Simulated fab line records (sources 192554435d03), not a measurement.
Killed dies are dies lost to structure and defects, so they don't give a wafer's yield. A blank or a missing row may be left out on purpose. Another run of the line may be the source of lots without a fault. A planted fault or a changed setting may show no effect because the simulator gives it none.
Matching of chambers / flow n5 finfet / N5_BEOL_M15_ETCH_61 on rie diel-06: 4 sister chambers
The step etches BARC in N2/H2, target depth 89 nm, overetch 26.7 nm, time 67.9 s. 8 wafers are shown with their chamber, then 12 later ones without.

== WAFERS, EACH WITH ITS CHAMBER ==
wafer=L079.1; chamber=3; drypump motor current A (A)=5.80; throttle valve pct (%)=18.18
wafer=L079.5; chamber=3; drypump motor current A (A)=5.78; throttle valve pct (%)=18.16
wafer=L081.2; chamber=0; drypump motor current A (A)=5.80; throttle valve pct (%)=18.17
wafer=L084.2; chamber=2; drypump motor current A (A)=6.05; throttle valve pct (%)=17.69
wafer=L086.2; chamber=2; drypump motor current A (A)=6.04; throttle valve pct (%)=17.68
wafer=L087.1; chamber=1; drypump motor current A (A)=6.47; throttle valve pct (%)=17.49
wafer=L087.4; chamber=0; drypump motor current A (A)=5.78; throttle valve pct (%)=18.19
wafer=L087.6; chamber=1; drypump motor current A (A)=6.49; throttle valve pct (%)=17.49

== WAFERS MISSING THEIR CHAMBER ==
wafer=L091.4; drypump motor current A (A)=5.81; throttle valve pct (%)=17.78
wafer=L091.5; drypump motor current A (A)=5.79; throttle valve pct (%)=17.78
wafer=L091.6; drypump motor current A (A)=5.77; throttle valve pct (%)=18.18
wafer=L090.2; drypump motor current A (A)=5.78; throttle valve pct (%)=18.19
wafer=L090.5; drypump motor current A (A)=6.49; throttle valve pct (%)=17.49
wafer=L090.6; drypump motor current A (A)=6.04; throttle valve pct (%)=17.72
wafer=L093.3; drypump motor current A (A)=5.77; throttle valve pct (%)=17.79
wafer=L093.5; drypump motor current A (A)=6.02; throttle valve pct (%)=17.20
wafer=L093.6; drypump motor current A (A)=6.56; throttle valve pct (%)=17.52
wafer=L097.1; drypump motor current A (A)=5.78; throttle valve pct (%)=18.22
wafer=L097.2; drypump motor current A (A)=6.50; throttle valve pct (%)=17.52
wafer=L097.6; drypump motor current A (A)=5.79; throttle valve pct (%)=17.82

== WHICH CHAMBER EACH WENT THROUGH ==
wafer=L091.4; from the rows above=2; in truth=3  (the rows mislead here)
wafer=L091.5; from the rows above=2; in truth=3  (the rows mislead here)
wafer=L091.6; from the rows above=can't be placed: 0 or 3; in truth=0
wafer=L090.2; from the rows above=can't be placed: 0 or 3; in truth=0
wafer=L090.5; from the rows above=1; in truth=1
wafer=L090.6; from the rows above=2; in truth=2
wafer=L093.3; from the rows above=2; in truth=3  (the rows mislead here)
wafer=L093.5; from the rows above=can't be placed: 1 or 2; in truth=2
wafer=L093.6; from the rows above=1; in truth=1
wafer=L097.1; from the rows above=can't be placed: 0 or 3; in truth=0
wafer=L097.2; from the rows above=1; in truth=1
wafer=L097.6; from the rows above=2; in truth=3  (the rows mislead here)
Correctly placed: 4 of 12. These rows do not allow placing 4 (true chamber among the candidates in 4). Placed wrongly: 4.
How it was worked out, from the rows above alone: a wafer's distance from a chamber is the root of the sum, over the readings, of the square of ((its reading less the chamber's mean) divided by the reading's scatter). If the next closest chamber is less than 2 further off than the closest, the wafer can't be placed; otherwise it belongs to the closest. For every chamber, the mean is computed from those of its wafers that are shown. The scatter is the square root of a quotient: the sum, over the shown wafers, of each reading's squared deviation from its chamber's mean, divided by wafers minus chambers.
